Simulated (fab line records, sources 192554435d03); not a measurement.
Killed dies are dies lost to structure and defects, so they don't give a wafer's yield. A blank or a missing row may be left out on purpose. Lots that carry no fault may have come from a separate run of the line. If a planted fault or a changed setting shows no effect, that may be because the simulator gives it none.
fab line records	flow n5Finfet
record: lots: 5	wafers: 14	lastDay: 16
route steps=1938 shown BEOL_M4@1099 BEOL_M5@1112 BEOL_M13@1693 PASSIVATION@1936
lots untouched by any fault: they come from a run of this same line in which no faults occurred
startH: start of the lot's first displayed wafer, in hours after the record's first day	waitH: time in hours since the lot's previous step	" as in the row above	L1.1+2: several wafers, shown together as one row	- no value present, or no start provided	* or withheld: withheld	< > ~ a bound
route shown NAME@n: names a module that has steps shown in the file, with the first one's number in the route	usual: mean/standard deviation of fault-free wafers	same: alike in all rows	chamber/n: place in a boat	sites: the reading at each site	_std_site: standard deviation of those values	_edge_site: the outer-site mean with the inner-site mean subtracted	radiusMm: for every site, how far away it sits from the centre of the wafer	mask NAME#n: copy n	behind: the tool/chamber that last shaped the wafer	hold: why the lot went on hold/how many hours it stayed there/how the hold came to an end	device: transistor that didn't switch, given as n, p or np	end of line: the tests these same wafers got at the end of their route	a step without rows: its recipe alone	killed: dies lost to structure and defects at the first sort, not the wafer's yield	map: dies across one wafer; x = killed, . = not, _ = none there
set.NAME: the setting as run; set.NAME@STEP: as run at that earlier step	model.NAME: the simulator's own value behind a step, which no gauge read
lots at some steps of the route; a table a step, a row a wafer
services: when a tool's chamber went out of use (startH, in hours from the record's first day, below 0 if earlier), for how many hours, and the reason
== steps ==
step: N5_BEOL_M4_ANNEAL_95
recipe: tempC: 400	timeS: 240	ambient: vacuum
step: N5_BEOL_M4_SPUTTER_96
recipe: material: Cu	targetThkA: 45	tempC: -20	chamberPressurePa: 0.07	powerW: withheld	timeS: 8.29
step: N5_BEOL_M4_ECD_50
recipe: material: Cu	targetThkA: 3000
step: N5_BEOL_M4_ANNEAL_51
recipe: tempC: 225	timeS: 90	ambient: N2
step: N5_BEOL_M4_CMP_52
recipe: stopOn: SiOC	tOverpolishS: 6.8	downForcePsi: 1	platenRpm: 50	clearingPlatenDownForcePsi: 1.5	clearingPlatenRpm: 50	postCmpClean: cuAlkaline	targetThkNm: 40	clearingPlatenPadVelocityMS: 0.99484	padVelocityMS: 0.99484
step: N5_BEOL_M4_PRE_CLEAN_60
recipe: gas: NH3/H2	timeS: 15	tempC: *	rfPowerW: 300
step: N5_BEOL_M4_CO_CAP_55
recipe: material: Co	targetThkA: 20	tempC: 200	precursor: CCTBA/H2	pressureTorr: 30	timeS: 102.1
step: N5_BEOL_M4_PRE_CLEAN_56
recipe: gas: NH3	timeS: 15	tempC: withheld	rfPowerW: 300
step: N5_BEOL_M4_DEP_57
recipe: material: SiCN	targetThkA: 80	tempC: withheld	precursor: 3MS/NH3	pressureTorr: 3	rfW: 202	timeS: 14
step: N5_BEOL_M4_RC_MEAS_101
usual: DIBL_N: 36.3/1.9	DIBL_P: 36.6/2.4	IOFF_N: 0.17/0.037	IOFF_P: 0.23/0.04	ION_N: 682/14	ION_P: 468/8.6	SS_N: 71.6/0.67	SS_P: 73.4/0.71	VT_N: 248/3.3	VT_P: -248.9/2.9
lot.wafer	tool	chamber	startH	waitH	DIBL_N[mV/V]	DIBL_P[mV/V]	IOFF_N[nA/um]	IOFF_P[nA/um]	ION_N[uA/um]	ION_P[uA/um]	SS_N[mV/dec]	SS_P[mV/dec]	VT_N[mV]	VT_P[mV]
L112.1	prober-02	0	213.11	0.0	34.0	32.4	0.13	0.18	663	461	71.1	72.5	253	-250.6
L112.3	"	0	"	"	38.0	39.1	0.22	0.28	677	462	73.1	74.2	244	-245.9
L112.4	"	0	"	"	36.4	36.1	0.18	0.22	687	467	71.3	73.3	247	-248.1
L117.3	prober-02	0	219.93	0.3	32.2	31.9	0.11	0.16	664	462	70.7	72.1	255	-252.8
L117.5	"	0	"	"	38.7	39.3	0.22	0.28	684	469	72.2	74.0	245	-247.0
L119.1	prober-01	0	228.26	0.0	34.0	32.0	0.11	0.16	658	454	71.5	72.7	257	-253.9
L119.4	"	0	"	"	38.6	38.7	0.20	0.26	689	469	71.8	74.3	247	-245.8
L119.5	"	0	"	"	36.0	35.8	0.15	0.22	686	468	71.1	73.8	250	-248.4
L118.1	prober-01	0	232.01	0.0	37.8	40.0	0.22	0.29	693	478	72.8	73.8	246	-247.6
L118.3	"	0	"	"	37.2	38.8	0.19	0.25	671	465	73.1	72.8	249	-246.5
L118.5	"	0	"	"	36.0	37.7	0.17	0.24	668	461	72.6	74.3	247	-247.4
L123.3	prober-02	0	278.29	0.3	37.8	37.3	0.18	0.22	675	461	71.8	73.7	247	-251.1
L123.5	"	0	"	"	34.1	33.5	0.12	0.17	673	463	70.6	72.4	251	-252.5
L123.6	"	0	"	"	35.7	35.2	0.13	0.18	678	462	70.7	72.6	252	-250.8
step: N5_BEOL_M5_ILD_DEP_00
recipe: material: SiCOH_lowk	targetThkA: 1406.4	tempC: 300	precursor: DEMS/porogen	pressureTorr: 5	rfW: 500	timeS: 25.9
step: N5_BEOL_M5_CURE_79
recipe: tempC: 385	timeS: 240	ambient: He/Ar	material: SiCOH_lowk
step: N5_BEOL_M5_PECVD_70
recipe: material: SiO2	targetThkA: 160	tempC: 400	precursor: TEOS/O2	pressureTorr: 5.5	rfW: 450	teosFlowSccm: 53.8	gas: O2	flowSccm: 3000	timeS: 18
step: N5_BEOL_M5_HM_DEP_02
recipe: material: TiN	targetThkA: 200	tempC: 25	chamberPressurePa: 0.49996
step: N5_BEOL_M5_COAT_59
recipe: resist: SOC	tempC: 250	timeS: 60	spinRpm: 1500	resistThkNm: 60
step: N5_BEOL_M5_COAT_60
recipe: resist: SiARC	tempC: 220	timeS: 60	spinRpm: 1500	resistThkNm: 12
step: N5_BEOL_M5_COAT_71
recipe: resist: underlayer	tempC: 205	timeS: 60	spinRpm: 1500	resistThkNm: 5
step: N5_BEOL_M5_COAT_05
recipe: resist: CAR-EUV	spinRpm: 1500	resistThkNm: 30
step: N5_BEOL_M5_EBR_07
recipe: solvent: PGMEA	ebrWidthMm: 1.5
step: N5_BEOL_M5_SOFTBAKE_06
recipe: tempC: 110	timeS: 60	resist: CAR-EUV
step: N5_BEOL_M5_EXPOSE_08
recipe: maskId: M5	na: 0.33	sourceShape: annular	sigmaInner: 0.4	sigmaOuter: 0.8	polarization: unpolarized	targetCdNm: 28	doseMj: 35.75
step: N5_BEOL_M5_PEB_09
recipe: pebTempC: 100	pebTimeS: 60	resist: CAR-EUV
step: N5_BEOL_M5_DEVELOP_10
recipe: developTimeS: 30	developer: TMAH	resist: CAR-EUV	rinseLiquid: surfactantRinse	dry: airSpin	devTempC: 23
step: N5_BEOL_M5_DESCUM_16
recipe: chemistry: O2	timeS: 7	sourcePowerW: 50	biasPowerW: 20	pressureMtorr: 20	rfFrequencyHz: 2.712e+07	tempC: 40	resist: CAR-EUV	o2FlowSccm: 225
step: N5_BEOL_M5_ETCH_72
recipe: chemistry: N2/H2	target: underlayer	targetDepthA: 65	maskMaterial: CAR-EUV	timeS: 5.2	ionEnergyEv: 200	pressureMtorr: 30	sourceW: 840	biasW: 150	n2FlowSccm: 200	h2FlowSccm: 200	ends: cleared
step: N5_BEOL_M5_ETCH_61
recipe: chemistry: CF4	target: SiARC	targetDepthA: 156	maskMaterial: CAR-EUV	timeS: 26	ionEnergyEv: 80	pressureMtorr: 40	sourceW: 545	biasW: 36	Ar_flow_sccm: 100	cf4FlowSccm: 100	ends: cleared
step: N5_BEOL_M5_ETCH_62
recipe: chemistry: N2/H2	target: SOC	targetDepthA: 750	overetchA: 150	maskMaterial: SiARC	tempC: 40	timeS: 112.5	ionEnergyEv: 200	pressureMtorr: 30	sourceW: 840	biasW: 150	n2FlowSccm: 200	h2FlowSccm: 200
step: N5_BEOL_M5_STRIP_63
recipe: chemistry: N2/H2	tempC: 40	n2FlowSccm: 200	h2FlowSccm: 200	rfFrequencyHz: 6e+07
step: N5_BEOL_M5_STRIP_73
recipe: chemistry: N2/H2	tempC: 40	n2FlowSccm: 200	h2FlowSccm: 200	rfFrequencyHz: 6e+07
step: N5_BEOL_M5_STRIP_64
recipe: chemistry: CF4	resist: SiARC	powerW: 300	biasPowerW: 75	pressureMtorr: 50	cf4FlowSccm: 150	rfFrequencyHz: 6e+07
step: N5_BEOL_M5_HM_OPEN_17
recipe: chemistry: Cl2/BCl3	targetDepthA: 200	overetchA: 60	target: TiN	maskMaterial: SOC	ionEnergyEv: 150	pressureMtorr: 10	icpW: 1000	biasW: 126	Cl2_flow_sccm: 53.25	bcl3FlowSccm: 21.75	Ar_flow_sccm: 25
step: N5_BEOL_M5_STRIP_19
recipe: chemistry: O2	powerW: 400	tempC: 40	pressureMtorr: 30	rfFrequencyHz: 6e+07	biasPowerW: 0	overashFraction: 0.2	o2FlowSccm: 225
step: N5_BEOL_M5_COAT_65
recipe: resist: SOC	tempC: 250	timeS: 60	spinRpm: 1500	resistThkNm: 60
step: N5_BEOL_M5_COAT_66
recipe: resist: SiARC	tempC: 220	timeS: 60	spinRpm: 1500	resistThkNm: 12
step: N5_BEOL_M13_ETCH_67
recipe: chemistry: CF4	target: SiARC	targetDepthA: 1430	timeS: 238.3	ionEnergyEv: 80	pressureMtorr: 40	sourceW: 545	biasW: 36	Ar_flow_sccm: 100	cf4FlowSccm: 100	ends: cleared
usual: biasW: 36.00/0.11	cf4FlowSccm: 99.98/0.3	chamberPressureMTorr: 40.01/0.039	drypumpMotorCurrentA: 5.6/0.37	etchRfOnTimeS: 240/10	mfcArSccm: 100.0/0.32	oesProductAu: 0.67/0.07	rfVppV: 183.8/1.2	showerheadPlenumPTorr: 2.13/0.073	throttleValvePct: 15.63/0.28
lot.wafer	tool	chamber	startH	waitH	biasW	cf4FlowSccm	chamberPressureMTorr	drypumpMotorCurrentA	etchRfOnTimeS	mfcArSccm	oesProductAu	rfHoursCounterH	rfVppV	showerheadPlenumPTorr	throttleValvePct	model.coat_of_BEOL_M13_COAT_22.thkNm
L112.1	rieDiel-06	3	284.11	0.0	36.10	100.13	40.00	6.4	231	100.1	0.63	211	182.7	2.03	15.36	210.8
L112.3	"	1	"	"	35.86	99.77	39.99	5.6	248	99.8	0.71	65	182.8	2.09	15.44	211.4
L112.4	"	2	"	"	36.11	99.83	39.97	5.9	230	100.1	0.62	205	182.1	2.05	15.97	210.8
L119.1	rieDiel-05	0	299.34	0.0	-	-	-	-	-	-	-	-	-	-	-	283.8
L119.4	"	3	"	"	-	-	-	-	-	-	-	-	-	-	-	284.4
L119.5	"	2	"	"	-	-	-	-	-	-	-	-	-	-	-	283
L117.3	rieDiel-06	0	300.36	0.0	-	-	-	-	-	-	-	-	-	-	-	283.8
L117.5	"	2	"	"	-	-	-	-	-	-	-	-	-	-	-	283.6
L118.1	rieDiel-06	0	306.62	0.0	-	-	-	-	-	-	-	-	-	-	-	284
L118.3	"	1	"	"	-	-	-	-	-	-	-	-	-	-	-	283.8
L118.5	"	1	"	"	-	-	-	-	-	-	-	-	-	-	-	284.4
L123.3	rieDiel-01	3	353.93	0.0	35.89	99.82	39.94	5.6	246	99.7	0.68	95	184.7	2.25	15.70	210
L123.5	"	2	"	"	36.01	100.09	40.01	5.7	232	100.5	0.63	-	185.4	2.15	15.88	210.2
L123.6	"	3	"	"	36.08	99.79	40.06	5.6	247	99.7	0.67	-	184.8	2.25	15.70	212.2
step: N5_BEOL_M13_OCD_MEAS_35
usual: trenchDepthNm: 412/7.1
lot.wafer	tool	chamber	startH	waitH	trenchDepthNm
L112.1	ocd-01	-	284.66	0.0	415
L112.3	"	-	"	"	415
L112.4	"	-	"	"	419
L119.1	ocd-01	-	299.88	0.0	-
L119.4	"	-	"	"	-
L119.5	"	-	"	"	-
L117.3	ocd-01	-	300.90	0.0	-
L117.5	"	-	"	"	-
L118.1	ocd-02	-	307.16	0.0	-
L118.3	"	-	"	"	-
L118.5	"	-	"	"	-
L123.3	ocd-01	-	354.48	0.0	414
L123.5	"	-	"	"	398
L123.6	"	-	"	"	411
step: N5_PASSIVATION_PROBE_49
usual: defectLimitedYield: 91.2/1.5	killed_at_M0_to_M3: 35/12	killed_at_M4_up: 14/5.1	killedAtContacts: 13/6	killedAtFrontEnd: 38/12	killedAtOther: 4/3.5	killedDies: 104/18	killedOnRim: 13/3.7	killedOpen: 68/13	killedShort: 33/8.1	sort_bin_5_function: 5.2/1	sort_bin_6_memory: 3.2/0.69	sortNPass: 1076/18	sortYieldPct: 91.2/1.5
same: grossDies: 1180	killedAtBackSide: 0	sort_bin_4_leakage[%]: 0	sort_bin_8_speed[%]: 0
lot.wafer	tool	chamber	startH	waitH	defectLimitedYield[%]	killed_at_M0_to_M3	killed_at_M4_up	killedAtContacts	killedAtFrontEnd	killedAtOther	killedDies	killedOnRim	killedOpen	killedShort	sort_bin_5_function[%]	sort_bin_6_memory[%]	sortNPass	sortYieldPct[%]
L112.1	prober-02	-	327.44	0.0	90.5	38	14	6	48	6	112	13	70	42	6.2	3.1	1068	90.5
L112.3	prober-02	-	327.54	0.1	90.3	43	24	15	25	8	115	15	66	43	6.0	3.2	1065	90.3
L112.4	prober-02	-	327.59	0.2	88.9	54	9	13	49	6	131	20	89	41	6.0	4.5	1049	88.9
L119.1	prober-01	-	332.45	0.0	0	54	1071	19	31	5	1180	152	87	32	96.1	3.6	0	0
L119.4	prober-01	-	332.60	0.2	0	53	1077	16	30	4	1180	152	71	40	95.8	3.5	0	0
L119.5	prober-01	-	332.65	0.2	0	57	1082	12	26	3	1180	152	80	45	95.6	3.8	0	0
L117.3	prober-01	-	333.40	0.1	0	39	1083	12	44	2	1180	152	69	33	96.5	3.3	0	0
L117.5	prober-01	-	333.50	0.2	0	28	1089	18	42	3	1180	152	58	40	96.7	2.8	0	0
L118.1	prober-01	-	343.10	0.0	0	25	1129	8	18	0	1180	152	46	16	97.6	2.0	0	0
L118.3	prober-01	-	343.20	0.1	0	23	1114	13	28	2	1180	152	60	22	96.8	3.0	0	0
L118.5	prober-01	-	343.30	0.2	0	22	1113	3	42	0	1180	152	47	29	97.8	1.9	0	0
L123.3	prober-02	-	386.81	0.1	89.7	59	15	15	29	4	122	15	73	49	6.7	2.9	1058	89.7
L123.5	prober-02	-	386.91	0.2	89.4	59	14	10	31	11	125	16	88	37	6.4	4.2	1055	89.4
L123.6	prober-02	-	386.96	0.3	91.4	45	19	6	32	0	102	21	72	30	5.1	3.5	1078	91.4
killed by level:class
L112.1 STI_FIN_REVEAL:geometricParticle:open=13 FIN_SAQP:geometricParticle:short=11 BEOL_M0_SAQP:geometricParticle:open=10 BEOL_M3:geometricParticle:open=9 BEOL_M0_SAQP:geometricParticle:short=8 BEOL_M2:geometricParticle:open=6 FIN_SAQP:geometricParticle:open=5 MOL_CONTACT_COAG:geometricParticle:open=4
L112.3 BEOL_M0_SAQP:geometricParticle:short=17 BEOL_M0_SAQP:geometricParticle:open=15 MOL_CONTACT_COAG:geometricParticle:open=11 BEOL_M4:geometricParticle:open=11 FIN_SAQP:geometricParticle:open=6 FIN_SAQP:geometricParticle:short=5 DUMMY_GATE:geometricParticle:open=4 MOL_CONTACT_COAG:geometricParticle:short=4
L112.4 BEOL_M0_SAQP:geometricParticle:open=17 FIN_SAQP:geometricParticle:open=14 BEOL_M0_SAQP:geometricParticle:short=11 MOL_CONTACT_COAG:geometricParticle:open=8 BEOL_M3:geometricParticle:open=7 BEOL_M0:geometricParticle:open=6 STI_FIN_REVEAL:geometricParticle:open=5 DUMMY_GATE:geometricParticle:open=5
L119.1 BEOL_M13:areaEtch=1059 MOL_CONTACT_COAG:geometricParticle:open=17 BEOL_M0_SAQP:geometricParticle:open=16 BEOL_M0_SAQP:geometricParticle:short=13 BEOL_M2:geometricParticle:open=11 BEOL_M3:geometricParticle:open=7 FIN_SAQP:geometricParticle:short=6 FIN_SAQP:geometricParticle:open=5
L119.4 BEOL_M13:areaEtch=1065 BEOL_M0_SAQP:geometricParticle:short=19 MOL_CONTACT_COAG:geometricParticle:open=13 BEOL_M1:geometricParticle:open=10 BEOL_M0_SAQP:geometricParticle:open=9 BEOL_M2:geometricParticle:open=8 FIN_SAQP:geometricParticle:open=6 FIN_SAQP:geometricParticle:short=6
L119.5 BEOL_M13:areaEtch=1052 BEOL_M0_SAQP:geometricParticle:short=16 BEOL_M4:geometricParticle:open=15 BEOL_M1:geometricParticle:open=15 BEOL_M0_SAQP:geometricParticle:open=13 MOL_CONTACT_COAG:geometricParticle:open=9 FIN_SAQP:geometricParticle:open=7 BEOL_M2:geometricParticle:open=6
L117.3 BEOL_M13:areaEtch=1075 FIN_SAQP:geometricParticle:open=11 BEOL_M0_SAQP:geometricParticle:short=10 MOL_CONTACT_COAG:geometricParticle:open=9 BEOL_M0_SAQP:geometricParticle:open=7 BEOL_M2:geometricParticle:open=7 STI_FIN_REVEAL:geometricParticle:open=6 BEOL_M1:geometricParticle:open=6
L117.5 BEOL_M13:areaEtch=1081 FIN_SAQP:geometricParticle:short=14 MOL_CONTACT_COAG:geometricParticle:open=14 FIN_SAQP:geometricParticle:open=9 BEOL_M2:geometricParticle:open=9 MOL_CONTACT_COAG:geometricParticle:short=4 BEOL_M0_SAQP:geometricParticle:short=4 BEOL_M1:geometricParticle:open=4
L118.1 BEOL_M13:areaEtch=1115 BEOL_M2:geometricParticle:open=7 MOL_CONTACT_COAG:geometricParticle:open=6 BEOL_M0_SAQP:geometricParticle:open=6 BEOL_M3:geometricParticle:open=5 FIN_SAQP:geometricParticle:short=3 FIN_SAQP:geometricParticle:open=3 GATE_CUT:geometricParticle:short=3
L118.3 BEOL_M13:areaEtch=1097 MOL_CONTACT_COAG:geometricParticle:open=12 BEOL_M0_SAQP:geometricParticle:open=6 GATE_CUT:geometricParticle:open=5 BEOL_M5:geometricParticle:open=5 FIN_SAQP:geometricParticle:short=4 STI_FIN_REVEAL:geometricParticle:open=4 DUMMY_GATE:geometricParticle:open=4
L118.5 BEOL_M13:areaEtch=1101 FIN_SAQP:geometricParticle:open=8 BEOL_M0_SAQP:geometricParticle:open=7 STARTING-WAFER:geometricParticle:short=7 FIN_SAQP:geometricParticle:short=6 GATE_CUT:geometricParticle:short=6 STARTING-WAFER:geometricParticle:open=6 STI_FIN_REVEAL:geometricParticle:open=5
L123.3 BEOL_M0_SAQP:geometricParticle:short=15 MOL_CONTACT_COAG:geometricParticle:open=14 FIN_SAQP:geometricParticle:short=10 BEOL_M0_SAQP:geometricParticle:open=10 BEOL_M3:geometricParticle:open=10 BEOL_M0:geometricParticle:open=6 FIN_SAQP:geometricParticle:open=5 BEOL_M2:geometricParticle:short=5
L123.5 BEOL_M1:geometricParticle:open=14 BEOL_M3:geometricParticle:open=13 FIN_SAQP:geometricParticle:open=11 BEOL_M0_SAQP:geometricParticle:open=11 MOL_CONTACT_COAG:geometricParticle:open=10 BEOL_M2:geometricParticle:open=8 BEOL_M0_SAQP:geometricParticle:short=6 BEOL_M4:geometricParticle:open=6
L123.6 BEOL_M3:geometricParticle:open=11 BEOL_M5:geometricParticle:open=11 BEOL_M2:geometricParticle:open=8 FIN_SAQP:geometricParticle:short=7 BEOL_M0:geometricParticle:open=7 BEOL_M0_SAQP:geometricParticle:open=7 FIN_SAQP:geometricParticle:open=6 BEOL_M0_SAQP:geometricParticle:short=5
map L117.3 (x killed, . not)
_________________xxxxxxxxxxxx________________
______________xxxxxxxxxxxxxxxxxx_____________
___________xxxxxxxxxxxxxxxxxxxxxxxx__________
__________xxxxxxxxxxxxxxxxxxxxxxxxxx_________
________xxxxxxxxxxxxxxxxxxxxxxxxxxxxxx_______
_______xxxxxxxxxxxxxxxxxxxxxxxxxxxxxxxx______
______xxxxxxxxxxxxxxxxxxxxxxxxxxxxxxxxxx_____
_____xxxxxxxxxxxxxxxxxxxxxxxxxxxxxxxxxxxx____
____xxxxxxxxxxxxxxxxxxxxxxxxxxxxxxxxxxxxxx___
___xxxxxxxxxxxxxxxxxxxxxxxxxxxxxxxxxxxxxxxx__
___xxxxxxxxxxxxxxxxxxxxxxxxxxxxxxxxxxxxxxxx__
__xxxxxxxxxxxxxxxxxxxxxxxxxxxxxxxxxxxxxxxxxx_
__xxxxxxxxxxxxxxxxxxxxxxxxxxxxxxxxxxxxxxxxxx_
_xxxxxxxxxxxxxxxxxxxxxxxxxxxxxxxxxxxxxxxxxxxx
_xxxxxxxxxxxxxxxxxxxxxxxxxxxxxxxxxxxxxxxxxxxx
_xxxxxxxxxxxxxxxxxxxxxxxxxxxxxxxxxxxxxxxxxxxx
_xxxxxxxxxxxxxxxxxxxxxxxxxxxxxxxxxxxxxxxxxxxx
_xxxxxxxxxxxxxxxxxxxxxxxxxxxxxxxxxxxxxxxxxxxx
_xxxxxxxxxxxxxxxxxxxxxxxxxxxxxxxxxxxxxxxxxxxx
_xxxxxxxxxxxxxxxxxxxxxxxxxxxxxxxxxxxxxxxxxxxx
_xxxxxxxxxxxxxxxxxxxxxxxxxxxxxxxxxxxxxxxxxxxx
__xxxxxxxxxxxxxxxxxxxxxxxxxxxxxxxxxxxxxxxxxx_
__xxxxxxxxxxxxxxxxxxxxxxxxxxxxxxxxxxxxxxxxxx_
___xxxxxxxxxxxxxxxxxxxxxxxxxxxxxxxxxxxxxxxx__
___xxxxxxxxxxxxxxxxxxxxxxxxxxxxxxxxxxxxxxxx__
____xxxxxxxxxxxxxxxxxxxxxxxxxxxxxxxxxxxxxx___
_____xxxxxxxxxxxxxxxxxxxxxxxxxxxxxxxxxxxx____
______xxxxxxxxxxxxxxxxxxxxxxxxxxxxxxxxxx_____
_______xxxxxxxxxxxxxxxxxxxxxxxxxxxxxxxx______
________xxxxxxxxxxxxxxxxxxxxxxxxxxxxxx_______
__________xxxxxxxxxxxxxxxxxxxxxxxxxx_________
___________xxxxxxxxxxxxxxxxxxxxxxxx__________
______________xxxxxxxxxxxxxxxxxx_____________
_________________xxxxxxxxxxxx________________
map L118.1 (x killed, . not)
_________________xxxxxxxxxxxx________________
______________xxxxxxxxxxxxxxxxxx_____________
___________xxxxxxxxxxxxxxxxxxxxxxxx__________
__________xxxxxxxxxxxxxxxxxxxxxxxxxx_________
________xxxxxxxxxxxxxxxxxxxxxxxxxxxxxx_______
_______xxxxxxxxxxxxxxxxxxxxxxxxxxxxxxxx______
______xxxxxxxxxxxxxxxxxxxxxxxxxxxxxxxxxx_____
_____xxxxxxxxxxxxxxxxxxxxxxxxxxxxxxxxxxxx____
____xxxxxxxxxxxxxxxxxxxxxxxxxxxxxxxxxxxxxx___
___xxxxxxxxxxxxxxxxxxxxxxxxxxxxxxxxxxxxxxxx__
___xxxxxxxxxxxxxxxxxxxxxxxxxxxxxxxxxxxxxxxx__
__xxxxxxxxxxxxxxxxxxxxxxxxxxxxxxxxxxxxxxxxxx_
__xxxxxxxxxxxxxxxxxxxxxxxxxxxxxxxxxxxxxxxxxx_
_xxxxxxxxxxxxxxxxxxxxxxxxxxxxxxxxxxxxxxxxxxxx
_xxxxxxxxxxxxxxxxxxxxxxxxxxxxxxxxxxxxxxxxxxxx
_xxxxxxxxxxxxxxxxxxxxxxxxxxxxxxxxxxxxxxxxxxxx
_xxxxxxxxxxxxxxxxxxxxxxxxxxxxxxxxxxxxxxxxxxxx
_xxxxxxxxxxxxxxxxxxxxxxxxxxxxxxxxxxxxxxxxxxxx
_xxxxxxxxxxxxxxxxxxxxxxxxxxxxxxxxxxxxxxxxxxxx
_xxxxxxxxxxxxxxxxxxxxxxxxxxxxxxxxxxxxxxxxxxxx
_xxxxxxxxxxxxxxxxxxxxxxxxxxxxxxxxxxxxxxxxxxxx
__xxxxxxxxxxxxxxxxxxxxxxxxxxxxxxxxxxxxxxxxxx_
__xxxxxxxxxxxxxxxxxxxxxxxxxxxxxxxxxxxxxxxxxx_
___xxxxxxxxxxxxxxxxxxxxxxxxxxxxxxxxxxxxxxxx__
___xxxxxxxxxxxxxxxxxxxxxxxxxxxxxxxxxxxxxxxx__
____xxxxxxxxxxxxxxxxxxxxxxxxxxxxxxxxxxxxxx___
_____xxxxxxxxxxxxxxxxxxxxxxxxxxxxxxxxxxxx____
______xxxxxxxxxxxxxxxxxxxxxxxxxxxxxxxxxx_____
_______xxxxxxxxxxxxxxxxxxxxxxxxxxxxxxxx______
________xxxxxxxxxxxxxxxxxxxxxxxxxxxxxx_______
__________xxxxxxxxxxxxxxxxxxxxxxxxxx_________
___________xxxxxxxxxxxxxxxxxxxxxxxx__________
______________xxxxxxxxxxxxxxxxxx_____________
_________________xxxxxxxxxxxx________________
== services ==
tool	chamber	startH	hours	kind
rieDiel-05	2	269.89	-	clean
rieDiel-05	2	269.89	-	consumableReplace:focusRing
rieDiel-05	2	269.89	29.1	scheduledDown
rieDiel-05	2	269.89	29.1	ventCycle
rieDiel-06	-	285.04	0.6	repair
rieDiel-06	2	302.75	5.4	repair
rieDiel-06	-	327.61	1.9	repair
rieDiel-06	3	331.79	18.0	repair
rieDiel-06	1	344.77	6.9	repair
== key ==
firstSign: step: N5_BEOL_M13_ETCH_67	reading: toolRecord	direction: missing
effect: step: N5_BEOL_M13_OCD_MEAS_35	reading: trenchDepthNm	direction: missing
effect: step: N5_PASSIVATION_PROBE_49	reading: killed_at_M4_up	direction: up	sigmas: 99+	usual: 14	struck: 1095
modelEffect: step: N5_BEOL_M13_ETCH_67	value: coat_of_BEOL_M13_COAT_22.thkNm	without: 212.4	struck: 283.9
moreKillsBornAt: N5_BEOL_M13_ETCH_67@rieDiel-06: 5469	N5_BEOL_M13_ETCH_67@rieDiel-05: 3176
metAt N5_BEOL_M13_ETCH_67
struckWafers L117.3,L117.5,L118.1,L118.3,L118.5,L119.1,L119.4,L119.5
laterRowsLeftOut L117.3,L117.5,L118.1,L118.3,L118.5,L119.1,L119.4,L119.5
onsetBetween 284.11 299.34
fault: kind: skippedStepWhole	tool: rieDiel-05,rieDiel-06	chamber: -	onsetH: 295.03	steps: N5_BEOL_M13_ETCH_67	scope: struckLotsOnly
laterRowsLeftOut: the simulator's readings of these wafers behind a module that went badly wrong aren't trusted and aren't shown, but for the sort
